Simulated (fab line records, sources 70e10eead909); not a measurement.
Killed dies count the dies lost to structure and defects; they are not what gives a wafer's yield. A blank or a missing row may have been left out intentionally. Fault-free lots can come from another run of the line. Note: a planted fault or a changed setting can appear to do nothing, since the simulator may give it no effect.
Matching of chambers | flow nand harc | rie diel-02 running NHARC_P_CONTACT_STRIP_28: 4 sister chambers
The step strips in O2. 18 wafers are shown with their chamber, then 9 later ones without.

## WAFERS, EACH WITH ITS CHAMBER
wafer  | chamber | showerhead plenum p Torr (Torr) | drypump motor current A (A) | rf vpp V (V)
L075.1 | 2       | 3.70                            | 5.4                         | 58.6
L075.2 | 0       | 3.49                            | 5.4                         | 58.4
L075.4 | 1       | 3.55                            | 4.9                         | 57.5
L077.1 | 1       | 3.55                            | 4.9                         | 57.3
L077.2 | 3       | 3.58                            | 6.6                         | 57.3
L077.3 | 2       | 3.70                            | 5.4                         | 58.1
L082.2 | 3       | 3.58                            | 6.6                         | 58.0
L082.5 | 0       | 3.48                            | 5.4                         | 58.0
L082.6 | 3       | 3.58                            | 6.6                         | 56.3
L087.2 | 2       | 3.70                            | 5.4                         | 58.4
L087.3 | 3       | 3.58                            | 6.6                         | 57.4
L087.4 | 0       | 3.48                            | 5.4                         | 57.9
L091.1 | 3       | 3.58                            | 6.6                         | 58.8
L091.3 | 1       | 3.55                            | 4.9                         | 58.5
L091.4 | 2       | 3.70                            | 5.3                         | 58.0
L093.1 | 0       | 3.48                            | 5.4                         | 57.3
L093.3 | 3       | 3.58                            | 6.6                         | 57.3
L093.5 | 0       | 3.48                            | 5.4                         | 58.7

SIGNATURES (averages over the wafers above)
reading                  | chamber 0 | chamber 1 | chamber 2 | chamber 3 | scatter within a chamber
showerhead plenum p Torr | 3.4820    | 3.5500    | 3.7000    | 3.5800    | 0.00239
drypump motor current A  | 5.400     | 4.900     | 5.375     | 6.600     | 0.0231
rf vpp V                 | 58.060    | 57.767    | 58.275    | 57.517    | 0.636
Rule: for each reading, subtract the chamber's mean from the wafer's reading, divide by that reading's scatter and square the result; add these up over the readings and take the root, which gives the wafer's distance from the chamber. If the next closest chamber is less than 2 further off than the closest, the wafer can't be placed; otherwise it belongs to the closest. The scatter: take each reading less its chamber's mean, square it, sum over the shown wafers, divide by the number of wafers less the number of chambers, and take the root.

## WAFERS WITHOUT THEIR CHAMBER
wafer  | showerhead plenum p Torr (Torr) | drypump motor current A (A) | rf vpp V (V)
L096.3 | 3.48                            | 5.4                         | 56.3
L096.4 | 3.55                            | 4.9                         | 56.9
L096.5 | 3.58                            | 6.6                         | 58.5
L095.1 | 3.48                            | 5.4                         | 57.4
L095.4 | 3.70                            | 5.4                         | 57.5
L095.5 | 3.70                            | 5.3                         | 59.1
L097.1 | 3.58                            | 6.6                         | 57.2
L097.4 | 3.55                            | 4.9                         | 59.1
L097.5 | 3.70                            | 5.3                         | 59.9

## CHAMBER TAKEN BY EACH
wafer  | from the rows above | in truth
L096.3 | 0                   | 0
L096.4 | 1                   | 1
L096.5 | 3                   | 3
L095.1 | 0                   | 0
L095.4 | 2                   | 2
L095.5 | 2                   | 2
L097.1 | 3                   | 3
L097.4 | 1                   | 1
L097.5 | 2                   | 2
Correct placement for 9 of the 9. Not placeable from these rows: 0. Number placed wrongly: 0.
